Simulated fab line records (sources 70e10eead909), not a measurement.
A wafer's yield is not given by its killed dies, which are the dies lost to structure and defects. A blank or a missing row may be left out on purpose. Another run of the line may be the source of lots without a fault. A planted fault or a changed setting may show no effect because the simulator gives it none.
What tool caused it? -- flow nandHarc -- 14 lots with 42 wafers sampled at 2 steps, on a route of 1302 steps

== WHAT THE GAUGES SHOWED, per wafer ==
NHARC_A_ONON_D2_THK_MEAS_02: measures by ellipsometry. Usual: thkNm at 1001 nm, with a standard deviation of 7.9.
lot,measured,on,thkNm (nm),flag
L495,day 13 08:08,filmMetro-01,1015 1011 1011,
L496,day 13 08:08,filmMetro-02,1011 1013 1010,
L498,day 13 22:38,filmMetro-01,1003 1003 1003,
L497,day 14 01:34,filmMetro-02,1005 1005 1006,
L499,day 14 10:45,filmMetro-01,1004 1007 1005,
L501,day 15 17:11,filmMetro-02,1008 1006 1006,
L506,day 17 04:07,filmMetro-01,1004 1002 1004,
L507,day 18 02:33,filmMetro-01,853 854 852,OFF
L509,day 18 09:41,filmMetro-01,856 853 854,OFF
L511,day 19 09:23,filmMetro-02,1020 1019 1019,
L512,day 20 05:15,filmMetro-01,990 991 990,
L515,day 21 06:49,filmMetro-01,999 1000 1000,
L516,day 21 15:41,filmMetro-02,998 998 998,
L517,day 22 00:57,filmMetro-02,1005 1006 1003,

== EACH LOT AND THE TOOL THAT RAN IT (in order: tool; ch and the chambers of the sampled wafers; start) ==
lot,NHARC_A_ONON_D2_DEP_00
L495,"pecvdOnon-02 ch 0, day 13 07:38"
L496,"pecvdOnon-01 ch 0, day 13 07:41"
L498,"pecvdOnon-01 ch 0, day 13 22:11"
L497,"pecvdOnon-01 ch 0, day 14 01:04"
L499,"pecvdOnon-01 ch 0, day 14 10:18"
L501,"pecvdOnon-01 ch 0, day 15 16:40"
L506,"pecvdOnon-04 ch 0, day 17 03:37"
L507,"pecvdOnon-01 ch 0, day 18 02:02"
L509,"pecvdOnon-01 ch 0, day 18 09:14"
L511,"pecvdOnon-04 ch 0, day 19 08:56"
L512,"pecvdOnon-02 ch 0, day 20 04:55"
L515,"pecvdOnon-02 ch 0, day 21 06:19"
L516,"pecvdOnon-01 ch 0, day 21 15:11"
L517,"pecvdOnon-01 ch 0, day 22 00:30"
- NHARC_A_ONON_D2_DEP_00: target thk 1000 nm.

== WHAT THE TOOLS THEMSELVES READ (means of the sampled wafers that have a number; where no wafer has one, the mark that the record gives instead) ==
The record holds no such reading with a usual standard deviation.

== THE ANSWER, worked out from the rows above alone ==
Rule: take the mean of a lot's wafers that have a number; if it is more than 3 standard deviations from the usual mean, the lot is off. A lot without any number at a reading at which 4 lots or more have one is off too. All remaining lots with rows at the step are treated as sound. The gauges are gone through in route order, then the tools' own readings, and for those a lot's mean is taken as printed above. At the first step where some lot is off, the reading lying furthest off is the one used; lots without a number count as furthest.
Off, at NHARC_A_ONON_D2_THK_MEAS_02 on thkNm: L507, L509.
A tool fits if, at a process step before that reading, it ran every lot that is off, and no sound lot after the first of them. Those tools and the gauges at NHARC_A_ONON_D2_THK_MEAS_02 are tried in the same way. Not one of the candidates tried fits.

== WHAT THE SIMULATOR HAD INSERTED ==
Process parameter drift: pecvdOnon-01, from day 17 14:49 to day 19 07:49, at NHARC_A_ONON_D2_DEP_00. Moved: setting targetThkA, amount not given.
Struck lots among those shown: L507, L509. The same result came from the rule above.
